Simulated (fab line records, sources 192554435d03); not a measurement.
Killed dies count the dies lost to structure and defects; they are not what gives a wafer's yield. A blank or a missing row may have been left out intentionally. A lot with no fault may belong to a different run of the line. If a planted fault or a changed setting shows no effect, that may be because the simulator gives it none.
fab line records :: flow n5Finfet
[record]
  lots = 12
  wafers = 36
  lastDay = 17
route steps=1938 shown BEOL_M5@1168 BEOL_M6@1194 PASSIVATION@1936
lots with no fault: from the same line, run without faults
startH: start of the lot's first displayed wafer, in hours after the record's first day :: waitH: hours since the lot's step before :: " the same as in the row above :: L1.1+2: several wafers, shown together as one row :: - no value present, or no start provided :: * or withheld: withheld :: < > ~ a bound
route shown NAME@n: NAME is a module with steps in the file, n the number in the route of the first one :: usual: average and standard deviation across the fault-free wafers :: same: alike in all rows :: chamber/n: place in a boat :: sites: per-site readings :: _std_site: standard deviation across them :: _edge_site: the outer-site mean with the inner-site mean subtracted :: radiusMm: how far each site lies from the wafer's centre :: mask NAME#n: copy n :: behind: tool/chamber where the wafer was last shaped :: hold: why the lot went on hold/how many hours it stayed there/how the hold came to an end :: device: the n, p or np transistor that did not switch :: end of line: the same wafers' tests at the end of the route :: where a step has no rows: the recipe by itself :: killed: at the first sort, the dies lost to defects and structure; wafer yield is something else :: map: a wafer's dies, marking killed ones x, the rest . and places with no die _
set.NAME: the run value of the setting; set.NAME@STEP: its run value at that earlier step :: model.NAME: the simulator's own value behind a step, which no gauge read
one table for each step of the route and one row for each wafer, over a sample of lots
services: when a tool's chamber went out of use (startH, in hours from the record's first day, below 0 if earlier), for how many hours, and the reason
[[steps]]
[step N5_BEOL_M5_CD_MEAS_35]
[recipe]
  targetCdNm = 28
  targetCdYNm = 24
  polarity = opening
[usual]
  cdNm = 27.9/0.32
lot.wafer: L817.2
tool: cdSem-02
chamber: -
startH: 203.16
waitH: 0.0
cdNm: 27.7

lot.wafer: L817.5
tool: cdSem-02
chamber: -
startH: 203.16
waitH: 0.0
cdNm: 27.9

lot.wafer: L817.6
tool: cdSem-02
chamber: -
startH: 203.16
waitH: 0.0
cdNm: 28.2

lot.wafer: L821.1
tool: cdSem-02
chamber: -
startH: 206.85
waitH: 0.0
cdNm: 28.3

lot.wafer: L821.5
tool: cdSem-02
chamber: -
startH: 206.85
waitH: 0.0
cdNm: 27.7

lot.wafer: L821.6
tool: cdSem-02
chamber: -
startH: 206.85
waitH: 0.0
cdNm: 27.9

lot.wafer: L819.1
tool: cdSem-01
chamber: -
startH: 210.27
waitH: 0.0
cdNm: 27.5

lot.wafer: L819.3
tool: cdSem-01
chamber: -
startH: 210.27
waitH: 0.0
cdNm: 27.4

lot.wafer: L819.4
tool: cdSem-01
chamber: -
startH: 210.27
waitH: 0.0
cdNm: 26.6

lot.wafer: L820.3
tool: cdSem-02
chamber: -
startH: 210.56
waitH: 0.0
cdNm: 28.2

lot.wafer: L820.4
tool: cdSem-02
chamber: -
startH: 210.56
waitH: 0.0
cdNm: 28.1

lot.wafer: L820.5
tool: cdSem-02
chamber: -
startH: 210.56
waitH: 0.0
cdNm: 28.7

lot.wafer: L818.1
tool: cdSem-01
chamber: -
startH: 210.66
waitH: 0.0
cdNm: 28.0

lot.wafer: L818.5
tool: cdSem-01
chamber: -
startH: 210.66
waitH: 0.0
cdNm: 27.7

lot.wafer: L818.6
tool: cdSem-01
chamber: -
startH: 210.66
waitH: 0.0
cdNm: 27.8

lot.wafer: L823.2
tool: cdSem-03
chamber: -
startH: 224.50
waitH: 0.0
cdNm: 28.4

lot.wafer: L823.4
tool: cdSem-03
chamber: -
startH: 224.50
waitH: 0.0
cdNm: 28.7

lot.wafer: L823.5
tool: cdSem-03
chamber: -
startH: 224.50
waitH: 0.0
cdNm: 28.3

lot.wafer: L829.1
tool: cdSem-03
chamber: -
startH: 264.14
waitH: 0.0
cdNm: 28.1

lot.wafer: L829.3
tool: cdSem-03
chamber: -
startH: 264.14
waitH: 0.0
cdNm: 27.7

lot.wafer: L829.4
tool: cdSem-03
chamber: -
startH: 264.14
waitH: 0.0
cdNm: 27.7

lot.wafer: L831.2
tool: cdSem-02
chamber: -
startH: 266.11
waitH: 0.0
cdNm: 28.3

lot.wafer: L831.3
tool: cdSem-02
chamber: -
startH: 266.11
waitH: 0.0
cdNm: 27.9

lot.wafer: L831.5
tool: cdSem-02
chamber: -
startH: 266.11
waitH: 0.0
cdNm: 28.3

lot.wafer: L828.3
tool: cdSem-02
chamber: -
startH: 266.59
waitH: 0.0
cdNm: 27.8

lot.wafer: L828.5
tool: cdSem-02
chamber: -
startH: 266.59
waitH: 0.0
cdNm: 27.9

lot.wafer: L828.6
tool: cdSem-02
chamber: -
startH: 266.59
waitH: 0.0
cdNm: 28.6

lot.wafer: L833.3
tool: cdSem-02
chamber: -
startH: 280.52
waitH: 0.0
cdNm: 28.1

lot.wafer: L833.4
tool: cdSem-02
chamber: -
startH: 280.52
waitH: 0.0
cdNm: 28.4

lot.wafer: L833.5
tool: cdSem-02
chamber: -
startH: 280.52
waitH: 0.0
cdNm: 28.0

lot.wafer: L836.1
tool: cdSem-01
chamber: -
startH: 315.73
waitH: 0.0
cdNm: 27.9

lot.wafer: L836.3
tool: cdSem-01
chamber: -
startH: 315.73
waitH: 0.0
cdNm: 27.6

lot.wafer: L836.5
tool: cdSem-01
chamber: -
startH: 315.73
waitH: 0.0
cdNm: 27.9

lot.wafer: L837.3
tool: cdSem-02
chamber: -
startH: 320.03
waitH: 0.0
cdNm: 27.7

lot.wafer: L837.4
tool: cdSem-02
chamber: -
startH: 320.03
waitH: 0.0
cdNm: 27.8

lot.wafer: L837.6
tool: cdSem-02
chamber: -
startH: 320.03
waitH: 0.0
cdNm: 27.6
[step N5_BEOL_M5_PRE_CLEAN_45]
[recipe]
  gas = H2/He
  timeS = 30
  tempC = 250
[usual]
  heaterPowerW = 350/23
lot.wafer: L817.2
tool: pvdSputter-03
chamber: -
startH: 203.82
waitH: 0.0
heaterPowerW: 329

lot.wafer: L817.5
tool: pvdSputter-03
chamber: -
startH: 203.82
waitH: 0.0
heaterPowerW: 332

lot.wafer: L817.6
tool: pvdSputter-03
chamber: -
startH: 203.82
waitH: 0.0
heaterPowerW: 401

lot.wafer: L821.1
tool: pvdSputter-01
chamber: -
startH: 207.38
waitH: 0.0
heaterPowerW: 320

lot.wafer: L821.5
tool: pvdSputter-01
chamber: -
startH: 207.38
waitH: 0.0
heaterPowerW: 321

lot.wafer: L821.6
tool: pvdSputter-01
chamber: -
startH: 207.38
waitH: 0.0
heaterPowerW: 369

lot.wafer: L819.1
tool: pvdSputter-01
chamber: -
startH: 210.90
waitH: 0.0
heaterPowerW: 325

lot.wafer: L819.3
tool: pvdSputter-01
chamber: -
startH: 210.90
waitH: 0.0
heaterPowerW: 357

lot.wafer: L819.4
tool: pvdSputter-01
chamber: -
startH: 210.90
waitH: 0.0
heaterPowerW: 353

lot.wafer: L820.3
tool: pvdSputter-02
chamber: -
startH: 211.03
waitH: 0.0
heaterPowerW: 352

lot.wafer: L820.4
tool: pvdSputter-02
chamber: -
startH: 211.03
waitH: 0.0
heaterPowerW: 357

lot.wafer: L820.5
tool: pvdSputter-02
chamber: -
startH: 211.03
waitH: 0.0
heaterPowerW: 347

lot.wafer: L818.1
tool: pvdSputter-02
chamber: -
startH: 211.11
waitH: 0.0
heaterPowerW: 335

lot.wafer: L818.5
tool: pvdSputter-02
chamber: -
startH: 211.11
waitH: 0.0
heaterPowerW: 345

lot.wafer: L818.6
tool: pvdSputter-02
chamber: -
startH: 211.11
waitH: 0.0
heaterPowerW: 369

lot.wafer: L823.2
tool: pvdSputter-02
chamber: -
startH: 225.01
waitH: 0.0
heaterPowerW: 364

lot.wafer: L823.4
tool: pvdSputter-02
chamber: -
startH: 225.01
waitH: 0.0
heaterPowerW: 346

lot.wafer: L823.5
tool: pvdSputter-02
chamber: -
startH: 225.01
waitH: 0.0
heaterPowerW: 353

lot.wafer: L829.1
tool: pvdSputter-01
chamber: -
startH: 265.05
waitH: 0.0
heaterPowerW: 320

lot.wafer: L829.3
tool: pvdSputter-01
chamber: -
startH: 265.05
waitH: 0.0
heaterPowerW: 361

lot.wafer: L829.4
tool: pvdSputter-01
chamber: -
startH: 265.05
waitH: 0.0
heaterPowerW: 348

lot.wafer: L831.2
tool: pvdSputter-03
chamber: -
startH: 267.07
waitH: 0.0
heaterPowerW: 406

lot.wafer: L831.3
tool: pvdSputter-03
chamber: -
startH: 267.07
waitH: 0.0
heaterPowerW: 336

lot.wafer: L831.5
tool: pvdSputter-03
chamber: -
startH: 267.07
waitH: 0.0
heaterPowerW: 322

lot.wafer: L828.3
tool: pvdSputter-03
chamber: -
startH: 267.51
waitH: 0.0
heaterPowerW: 405

lot.wafer: L828.5
tool: pvdSputter-03
chamber: -
startH: 267.51
waitH: 0.0
heaterPowerW: 332

lot.wafer: L828.6
tool: pvdSputter-03
chamber: -
startH: 267.51
waitH: 0.0
heaterPowerW: 400

lot.wafer: L833.3
tool: pvdSputter-03
chamber: -
startH: 282.35
waitH: 0.0
heaterPowerW: 324

lot.wafer: L833.4
tool: pvdSputter-03
chamber: -
startH: 282.35
waitH: 0.0
heaterPowerW: 330

lot.wafer: L833.5
tool: pvdSputter-03
chamber: -
startH: 282.35
waitH: 0.0
heaterPowerW: 334

lot.wafer: L836.1
tool: pvdSputter-03
chamber: -
startH: 316.18
waitH: 0.0
heaterPowerW: 335

lot.wafer: L836.3
tool: pvdSputter-03
chamber: -
startH: 316.18
waitH: 0.0
heaterPowerW: 344

lot.wafer: L836.5
tool: pvdSputter-03
chamber: -
startH: 316.18
waitH: 0.0
heaterPowerW: 340

lot.wafer: L837.3
tool: pvdSputter-02
chamber: -
startH: 320.70
waitH: 0.0
heaterPowerW: 352

lot.wafer: L837.4
tool: pvdSputter-02
chamber: -
startH: 320.70
waitH: 0.0
heaterPowerW: 352

lot.wafer: L837.6
tool: pvdSputter-02
chamber: -
startH: 320.70
waitH: 0.0
heaterPowerW: 348
[step N5_BEOL_M5_SPUTTER_83]
[recipe]
  material = Cu
  targetThkA = 150
  tempC = -20
  chamberPressurePa = 0.07
  powerW = withheld
  timeS = 27.62
[usual]
  chamberPressurePa = 0.06999/0.00014
  throttleValvePct = 30.5/1.1
lot.wafer: L817.2
tool: pvdSputter-02
chamber: -
startH: 206.82
waitH: 0.5
chamberPressurePa: 0.07005
throttleValvePct: 29.9

lot.wafer: L817.5
tool: pvdSputter-02
chamber: -
startH: 206.82
waitH: 0.5
chamberPressurePa: 0.07035
throttleValvePct: 30.4

lot.wafer: L817.6
tool: pvdSputter-02
chamber: -
startH: 206.82
waitH: 0.5
chamberPressurePa: 0.07009
throttleValvePct: 29.6

lot.wafer: L821.1
tool: pvdSputter-03
chamber: -
startH: 210.25
waitH: 0.5
chamberPressurePa: 0.07013
throttleValvePct: 31.2

lot.wafer: L821.5
tool: pvdSputter-03
chamber: -
startH: 210.25
waitH: 0.5
chamberPressurePa: 0.07005
throttleValvePct: 30.9

lot.wafer: L821.6
tool: pvdSputter-03
chamber: -
startH: 210.25
waitH: 0.5
chamberPressurePa: 0.07003
throttleValvePct: 28.9

lot.wafer: L819.1
tool: pvdSputter-01
chamber: -
startH: 213.68
waitH: 0.5
chamberPressurePa: 0.06983
throttleValvePct: 30.3

lot.wafer: L819.3
tool: pvdSputter-01
chamber: -
startH: 213.68
waitH: 0.5
chamberPressurePa: 0.06986
throttleValvePct: 31.3

lot.wafer: L819.4
tool: pvdSputter-01
chamber: -
startH: 213.68
waitH: 0.5
chamberPressurePa: 0.07012
throttleValvePct: 32.7

lot.wafer: L820.3
tool: pvdSputter-02
chamber: -
startH: 213.83
waitH: 0.5
chamberPressurePa: 0.07023
throttleValvePct: 30.3

lot.wafer: L820.4
tool: pvdSputter-02
chamber: -
startH: 213.83
waitH: 0.5
chamberPressurePa: 0.06996
throttleValvePct: 30.3

lot.wafer: L820.5
tool: pvdSputter-02
chamber: -
startH: 213.83
waitH: 0.5
chamberPressurePa: 0.0701
throttleValvePct: 30.3

lot.wafer: L818.1
tool: pvdSputter-03
chamber: -
startH: 215.16
waitH: 0.5
chamberPressurePa: 0.06995
throttleValvePct: 28.6

lot.wafer: L818.5
tool: pvdSputter-03
chamber: -
startH: 215.16
waitH: 0.5
chamberPressurePa: 0.06998
throttleValvePct: 31.1

lot.wafer: L818.6
tool: pvdSputter-03
chamber: -
startH: 215.16
waitH: 0.5
chamberPressurePa: 0.06992
throttleValvePct: 30.5

lot.wafer: L823.2
tool: pvdSputter-01
chamber: -
startH: 228.20
waitH: 0.5
chamberPressurePa: 0.07008
throttleValvePct: 30.1

lot.wafer: L823.4
tool: pvdSputter-01
chamber: -
startH: 228.20
waitH: 0.5
chamberPressurePa: 0.07002
throttleValvePct: 32.8

lot.wafer: L823.5
tool: pvdSputter-01
chamber: -
startH: 228.20
waitH: 0.5
chamberPressurePa: 0.06992
throttleValvePct: 32.8

lot.wafer: L829.1
tool: pvdSputter-02
chamber: -
startH: 268.01
waitH: 0.5
chamberPressurePa: 0.07
throttleValvePct: 30.2

lot.wafer: L829.3
tool: pvdSputter-02
chamber: -
startH: 268.01
waitH: 0.5
chamberPressurePa: 0.07005
throttleValvePct: 30.3

lot.wafer: L829.4
tool: pvdSputter-02
chamber: -
startH: 268.01
waitH: 0.5
chamberPressurePa: 0.06992
throttleValvePct: 30.9

lot.wafer: L831.2
tool: pvdSputter-03
chamber: -
startH: 269.96
waitH: 0.5
chamberPressurePa: 0.06989
throttleValvePct: 28.8

lot.wafer: L831.3
tool: pvdSputter-03
chamber: -
startH: 269.96
waitH: 0.5
chamberPressurePa: 0.06999
throttleValvePct: 30.9

lot.wafer: L831.5
tool: pvdSputter-03
chamber: -
startH: 269.96
waitH: 0.5
chamberPressurePa: 0.06992
throttleValvePct: 28.9

lot.wafer: L828.3
tool: pvdSputter-01
chamber: -
startH: 272.02
waitH: 0.5
chamberPressurePa: 0.06978
throttleValvePct: 30.4

lot.wafer: L828.5
tool: pvdSputter-01
chamber: -
startH: 272.02
waitH: 0.5
chamberPressurePa: 0.06995
throttleValvePct: 30.1

lot.wafer: L828.6
tool: pvdSputter-01
chamber: -
startH: 272.02
waitH: 0.5
chamberPressurePa: 0.06992
throttleValvePct: 32.6

lot.wafer: L833.3
tool: pvdSputter-01
chamber: -
startH: 285.25
waitH: 0.5
chamberPressurePa: 0.06991
throttleValvePct: 30.1

lot.wafer: L833.4
tool: pvdSputter-01
chamber: -
startH: 285.25
waitH: 0.5
chamberPressurePa: 0.07008
throttleValvePct: 32.7

lot.wafer: L833.5
tool: pvdSputter-01
chamber: -
startH: 285.25
waitH: 0.5
chamberPressurePa: 0.06996
throttleValvePct: 31.1

lot.wafer: L836.1
tool: pvdSputter-01
chamber: -
startH: 318.93
waitH: 0.5
chamberPressurePa: 0.06997
throttleValvePct: 30.4

lot.wafer: L836.3
tool: pvdSputter-01
chamber: -
startH: 318.93
waitH: 0.5
chamberPressurePa: 0.06998
throttleValvePct: 32.8

lot.wafer: L836.5
tool: pvdSputter-01
chamber: -
startH: 318.93
waitH: 0.5
chamberPressurePa: 0.07009
throttleValvePct: 31.6

lot.wafer: L837.3
tool: pvdSputter-01
chamber: -
startH: 323.54
waitH: 0.5
chamberPressurePa: 0.0697
throttleValvePct: 31.4

lot.wafer: L837.4
tool: pvdSputter-01
chamber: -
startH: 323.54
waitH: 0.5
chamberPressurePa: 0.07001
throttleValvePct: 32.9

lot.wafer: L837.6
tool: pvdSputter-01
chamber: -
startH: 323.54
waitH: 0.5
chamberPressurePa: 0.06994
throttleValvePct: 31.4
[step N5_BEOL_M6_ILD_DEP_00]
[recipe]
  material = SiCOH_lowk
  targetThkA = 1797.5
  tempC = 300
  precursor = DEMS/porogen
  pressureTorr = 5
  rfW = 500
  timeS = 33.4
[usual]
  heaterPowerW = 312/62
  showerheadPlenumPTorr = 5.744/0.014
  susceptorTempC = 300.00/0.19
  throttleValvePct = 14.3/0.92
lot.wafer: L817.2
tool: pecvd-04
chamber: 0
startH: 210.17
waitH: 0.0
heaterPowerW: 223
showerheadPlenumPTorr: 5.755
susceptorTempC: 300.13
throttleValvePct: 15.2

lot.wafer: L817.5
tool: pecvd-04
chamber: 0
startH: 210.17
waitH: 0.0
heaterPowerW: 231
showerheadPlenumPTorr: 5.749
susceptorTempC: 299.84
throttleValvePct: 15.2

lot.wafer: L817.6
tool: pecvd-04
chamber: 1
startH: 210.17
waitH: 0.0
heaterPowerW: 393
showerheadPlenumPTorr: 5.748
susceptorTempC: 300.15
throttleValvePct: 15.0

lot.wafer: L821.1
tool: pecvd-04
chamber: 1
startH: 213.54
waitH: 0.0
heaterPowerW: 388
showerheadPlenumPTorr: 5.749
susceptorTempC: 299.92
throttleValvePct: 14.9

lot.wafer: L821.5
tool: pecvd-04
chamber: 1
startH: 213.54
waitH: 0.0
heaterPowerW: 382
showerheadPlenumPTorr: 5.754
susceptorTempC: 299.93
throttleValvePct: 14.9

lot.wafer: L821.6
tool: pecvd-04
chamber: 0
startH: 213.54
waitH: 0.0
heaterPowerW: 201
showerheadPlenumPTorr: 5.734
susceptorTempC: 299.83
throttleValvePct: 15.1

lot.wafer: L819.1
tool: pecvd-04
chamber: 1
startH: 217.00
waitH: 0.0
heaterPowerW: 380
showerheadPlenumPTorr: 5.751
susceptorTempC: 300.16
throttleValvePct: 14.9

lot.wafer: L819.3
tool: pecvd-04
chamber: 0
startH: 217.00
waitH: 0.0
heaterPowerW: 236
showerheadPlenumPTorr: 5.753
susceptorTempC: 299.88
throttleValvePct: 15.1

lot.wafer: L819.4
tool: pecvd-04
chamber: 1
startH: 217.00
waitH: 0.0
heaterPowerW: 385
showerheadPlenumPTorr: 5.762
susceptorTempC: 300.15
throttleValvePct: 14.9

lot.wafer: L820.3
tool: pecvd-04
chamber: 0
startH: 217.22
waitH: 0.1
heaterPowerW: 184
showerheadPlenumPTorr: 5.755
susceptorTempC: 296.62
throttleValvePct: 15.0

lot.wafer: L820.4
tool: pecvd-04
chamber: 1
startH: 217.22
waitH: 0.1
heaterPowerW: 358
showerheadPlenumPTorr: 5.760
susceptorTempC: 300.14
throttleValvePct: 14.9

lot.wafer: L820.5
tool: pecvd-04
chamber: 1
startH: 217.22
waitH: 0.1
heaterPowerW: 368
showerheadPlenumPTorr: 5.757
susceptorTempC: 299.84
throttleValvePct: 15.0

lot.wafer: L818.1
tool: pecvd-04
chamber: 1
startH: 218.63
waitH: 0.0
heaterPowerW: 374
showerheadPlenumPTorr: 5.736
susceptorTempC: 300.13
throttleValvePct: 14.9

lot.wafer: L818.5
tool: pecvd-04
chamber: 1
startH: 218.63
waitH: 0.0
heaterPowerW: 374
showerheadPlenumPTorr: 5.759
susceptorTempC: 300.25
throttleValvePct: 14.9

lot.wafer: L818.6
tool: pecvd-04
chamber: 0
startH: 218.63
waitH: 0.0
heaterPowerW: 215
showerheadPlenumPTorr: 5.739
susceptorTempC: 296.39
throttleValvePct: 14.7

lot.wafer: L823.2
tool: pecvd-04
chamber: 2
startH: 232.03
waitH: 0.0
heaterPowerW: 256
showerheadPlenumPTorr: 5.757
susceptorTempC: 299.82
throttleValvePct: 13.0

lot.wafer: L823.4
tool: pecvd-04
chamber: 2
startH: 232.03
waitH: 0.0
heaterPowerW: 261
showerheadPlenumPTorr: 5.747
susceptorTempC: 299.52
throttleValvePct: 12.9

lot.wafer: L823.5
tool: pecvd-04
chamber: 0
startH: 232.03
waitH: 0.0
heaterPowerW: 200
showerheadPlenumPTorr: 5.759
susceptorTempC: 296.58
throttleValvePct: 15.2

lot.wafer: L829.1
tool: pecvd-03
chamber: 0
startH: 271.31
waitH: 0.0
heaterPowerW: 336
showerheadPlenumPTorr: 5.722
susceptorTempC: 300.02
throttleValvePct: 13.7

lot.wafer: L829.3
tool: pecvd-03
chamber: 1
startH: 271.31
waitH: 0.0
heaterPowerW: 330
showerheadPlenumPTorr: 5.773
susceptorTempC: 300.12
throttleValvePct: 13.2

lot.wafer: L829.4
tool: pecvd-03
chamber: 0
startH: 271.31
waitH: 0.0
heaterPowerW: 331
showerheadPlenumPTorr: 5.728
susceptorTempC: 299.79
throttleValvePct: 14.1

lot.wafer: L831.2
tool: pecvd-01
chamber: 1
startH: 273.25
waitH: 0.0
heaterPowerW: 346
showerheadPlenumPTorr: 5.724
susceptorTempC: 300.47
throttleValvePct: 15.8

lot.wafer: L831.3
tool: pecvd-01
chamber: 2
startH: 273.25
waitH: 0.0
heaterPowerW: 287
showerheadPlenumPTorr: 5.746
susceptorTempC: 299.97
throttleValvePct: 13.4

lot.wafer: L831.5
tool: pecvd-01
chamber: 1
startH: 273.25
waitH: 0.0
heaterPowerW: 356
showerheadPlenumPTorr: 5.735
susceptorTempC: 300.30
throttleValvePct: 15.7

lot.wafer: L828.3
tool: pecvd-01
chamber: 0
startH: 279.31
waitH: 0.0
heaterPowerW: 393
showerheadPlenumPTorr: 5.720
susceptorTempC: 299.84
throttleValvePct: 13.6

lot.wafer: L828.5
tool: pecvd-01
chamber: 2
startH: 279.31
waitH: 0.0
heaterPowerW: 278
showerheadPlenumPTorr: 5.733
susceptorTempC: 300.24
throttleValvePct: 13.5

lot.wafer: L828.6
tool: pecvd-01
chamber: 0
startH: 279.31
waitH: 0.0
heaterPowerW: 382
showerheadPlenumPTorr: 5.741
susceptorTempC: 299.81
throttleValvePct: 13.9

lot.wafer: L833.3
tool: pecvd-01
chamber: 1
startH: 288.54
waitH: 0.0
heaterPowerW: 320
showerheadPlenumPTorr: 5.736
susceptorTempC: 299.45
throttleValvePct: 15.8

lot.wafer: L833.4
tool: pecvd-01
chamber: 2
startH: 288.54
waitH: 0.0
heaterPowerW: 304
showerheadPlenumPTorr: 5.741
susceptorTempC: 300.25
throttleValvePct: 13.0

lot.wafer: L833.5
tool: pecvd-01
chamber: 1
startH: 288.54
waitH: 0.0
heaterPowerW: 334
showerheadPlenumPTorr: 5.748
susceptorTempC: 299.80
throttleValvePct: 15.8

lot.wafer: L836.1
tool: pecvd-01
chamber: 0
startH: 322.23
waitH: 0.0
heaterPowerW: 352
showerheadPlenumPTorr: 5.729
susceptorTempC: 299.92
throttleValvePct: 13.7

lot.wafer: L836.3
tool: pecvd-01
chamber: 2
startH: 322.23
waitH: 0.0
heaterPowerW: 286
showerheadPlenumPTorr: 5.729
susceptorTempC: 300.01
throttleValvePct: 13.2

lot.wafer: L836.5
tool: pecvd-01
chamber: 0
startH: 322.23
waitH: 0.0
heaterPowerW: 359
showerheadPlenumPTorr: 5.744
susceptorTempC: 300.11
throttleValvePct: 14.1

lot.wafer: L837.3
tool: pecvd-03
chamber: 1
startH: 326.83
waitH: 0.0
heaterPowerW: 310
showerheadPlenumPTorr: 5.759
susceptorTempC: 300.16
throttleValvePct: 13.1

lot.wafer: L837.4
tool: pecvd-03
chamber: 2
startH: 326.83
waitH: 0.0
heaterPowerW: 331
showerheadPlenumPTorr: 5.743
susceptorTempC: 299.96
throttleValvePct: 14.0

lot.wafer: L837.6
tool: pecvd-03
chamber: 0
startH: 326.83
waitH: 0.0
heaterPowerW: 348
showerheadPlenumPTorr: 5.729
susceptorTempC: 300.15
throttleValvePct: 14.3
[step N5_PASSIVATION_PROBE_49]
[usual]
  defectLimitedYield = 91.6/1.2
  killed_at_M0_to_M3 = 33/9.4
  killed_at_M4_up = 13/5.2
  killedAtContacts = 13/5.6
  killedAtFrontEnd = 37/9.5
  killedAtOther = 4/3.1
  killedDies = 99/15
  killedOpen = 65/11
  killedShort = 32/7.5
  sort_bin_5_function = 4.9/0.77
  sort_bin_6_memory = 3.1/0.65
  sortNPass = 1081/15
  sortYieldPct = 91.6/1.2
[same]
  grossDies = 1180
  killedAtBackSide = 0
  sort_bin_4_leakage[%] = 0
  sort_bin_8_speed[%] = 0
lot.wafer: L817.2
tool: prober-02
chamber: -
startH: 317.64
waitH: 0.1
defectLimitedYield[%]: 92.4
killed_at_M0_to_M3: 26
killed_at_M4_up: 14
killedAtContacts: 12
killedAtFrontEnd: 35
killedAtOther: 3
killedDies: 90
killedOpen: 64
killedShort: 26
sort_bin_5_function[%]: 4.2
sort_bin_6_memory[%]: 3.2
sortNPass: 1090
sortYieldPct[%]: 92.4

lot.wafer: L817.5
tool: prober-02
chamber: -
startH: 317.79
waitH: 0.2
defectLimitedYield[%]: 94.0
killed_at_M0_to_M3: 18
killed_at_M4_up: 5
killedAtContacts: 14
killedAtFrontEnd: 30
killedAtOther: 4
killedDies: 71
killedOpen: 41
killedShort: 30
sort_bin_5_function[%]: 3.6
sort_bin_6_memory[%]: 2.1
sortNPass: 1109
sortYieldPct[%]: 94.0

lot.wafer: L817.6
tool: prober-02
chamber: -
startH: 317.84
waitH: 0.3
defectLimitedYield[%]: 90.8
killed_at_M0_to_M3: 21
killed_at_M4_up: 13
killedAtContacts: 22
killedAtFrontEnd: 48
killedAtOther: 4
killedDies: 108
killedOpen: 77
killedShort: 30
sort_bin_5_function[%]: 5.8
sort_bin_6_memory[%]: 3.2
sortNPass: 1072
sortYieldPct[%]: 90.8
// killed by level:class
L817.2 MOL_CONTACT_COAG:geometricParticle:open=10 DUMMY_GATE:geometricParticle:open=9 BEOL_M3:geometricParticle:open=7 BEOL_M4:geometricParticle:open=7 BEOL_M0_SAQP:geometricParticle:short=6 FIN_SAQP:geometricParticle:short=4 FIN_SAQP:geometricParticle:open=4 STARTING-WAFER:geometricParticle:short=4
L817.5 FIN_SAQP:geometricParticle:short=10 MOL_CONTACT_COAG:geometricParticle:open=8 MOL_CONTACT_COAG:geometricParticle:short=6 BEOL_M1:geometricParticle:open=6 FIN_SAQP:geometricParticle:open=5 STARTING-WAFER:geometricParticle:open=4 BEOL_M0:geometricParticle:open=3 BEOL_M3:geometricParticle:open=3
L817.6 STI_FIN_REVEAL:geometricParticle:open=17 MOL_CONTACT_COAG:geometricParticle:open=17 FIN_SAQP:geometricParticle:open=8 BEOL_M3:geometricParticle:open=8 FIN_SAQP:geometricParticle:short=6 BEOL_M4:geometricParticle:open=6 MOL_CONTACT_COAG:geometricParticle:short=5 STARTING-WAFER:geometricParticle:open=4
[[services]]
tool: pecvd-04
chamber: 0
startH: 192.99
hours: 2.1
kind: scheduledDown

tool: pecvd-04
chamber: 2
startH: 202.38
hours: -
kind: clean

tool: pecvd-04
chamber: 2
startH: 202.38
hours: -
kind: consumableReplace:showerhead

tool: pecvd-04
chamber: 2
startH: 202.38
hours: 29.0
kind: scheduledDown

tool: pecvd-04
chamber: 2
startH: 202.38
hours: 29.0
kind: ventCycle

tool: pecvd-01
chamber: 1
startH: 216.04
hours: 4.4
kind: repair

tool: pvdSputter-02
chamber: -
startH: 238.19
hours: 1.5
kind: repair

tool: pecvd-01
chamber: 2
startH: 259.72
hours: 5.5
kind: scheduledDown

tool: pecvd-03
chamber: 0
startH: 262.20
hours: 2.1
kind: scheduledDown

tool: pecvd-04
chamber: -
startH: 275.15
hours: 6.0
kind: pm

tool: pvdSputter-02
chamber: -
startH: 285.64
hours: 5.0
kind: repair

tool: pecvd-01
chamber: 1
startH: 290.76
hours: 2.1
kind: scheduledDown

tool: pecvd-04
chamber: 1
startH: 292.53
hours: 5.5
kind: scheduledDown

tool: pecvd-03
chamber: -
startH: 311.16
hours: 3.1
kind: repair

tool: pecvd-01
chamber: 1
startH: 320.58
hours: 8.3
kind: repair
[[key]]
[firstSign]
  step = N5_BEOL_M6_ILD_DEP_00
  reading = susceptorTempC
  direction = down
  sigmas = 18
  usual = *
  struck = *
effect none on later readings
metAt N5_BEOL_M6_ILD_DEP_00
struckLots L818,L820,L823
struckWafers L818.6,L820.3,L823.5
notActingAt N5_BEOL_M5_CD_MEAS_35,N5_BEOL_M5_PRE_CLEAN_45,N5_BEOL_M5_SPUTTER_83
onsetBetween 217.00 217.22
[fault]
  kind = processParameterDrift
  tool = pecvd-04
  chamber = 0
  onsetH = 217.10
  steps = N5_BEOL_M6_ILD_DEP_00
  channel = tempC
  offset = *
  shape = step
  endH = 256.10
  actsIn = *
  stated = *
